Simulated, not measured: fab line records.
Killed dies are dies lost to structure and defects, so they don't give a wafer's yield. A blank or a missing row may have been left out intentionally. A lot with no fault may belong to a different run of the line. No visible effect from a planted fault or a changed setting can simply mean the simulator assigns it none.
Chamber matching	flow nand harc	NHARC_P_M0_STRIP_18 on rie diel-10 has 4 sister chambers
The step strips in N2/H2. 4 wafers are shown with their chamber, then 7 later ones without.

== WAFERS, EACH WITH ITS CHAMBER ==
wafer	chamber	showerhead plenum p Torr (Torr)
L738.4	2	1.91
L741.3	1	2.12
L741.5	3	1.95
L748.4	0	1.94

== WAFERS MISSING THEIR CHAMBER ==
wafer	showerhead plenum p Torr (Torr)
L748.5	2.12
L755.1	2.12
L755.4	1.90
L755.6	1.90
L757.2	1.95
L757.3	2.12
L757.5	2.11

== WHICH CHAMBER EACH WENT THROUGH ==
wafer	from the rows above	in truth
L748.5	1	1
L755.1	1	1
L755.4	2	2
L755.6	2	2
L757.2	can't be placed: 3 or 0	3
L757.3	1	1
L757.5	1	1
6 of 7 placed correctly. Not placeable from these rows: 1 (in 1, the candidates include the true chamber). Placed wrongly: 0.
How it was worked out, from the rows above alone: a wafer's distance from a chamber is the root of the sum, over the readings, of the square of ((its reading less the chamber's mean) divided by the reading's scatter). The wafer belongs to the nearest chamber; if the next one is less than 2 further off, it can't be placed. The mean given for a chamber averages the wafers shown for that chamber. The scatter (one wafer shown for each chamber): square how far every hidden wafer sits from the nearest shown wafer, average those squares and take the square root.
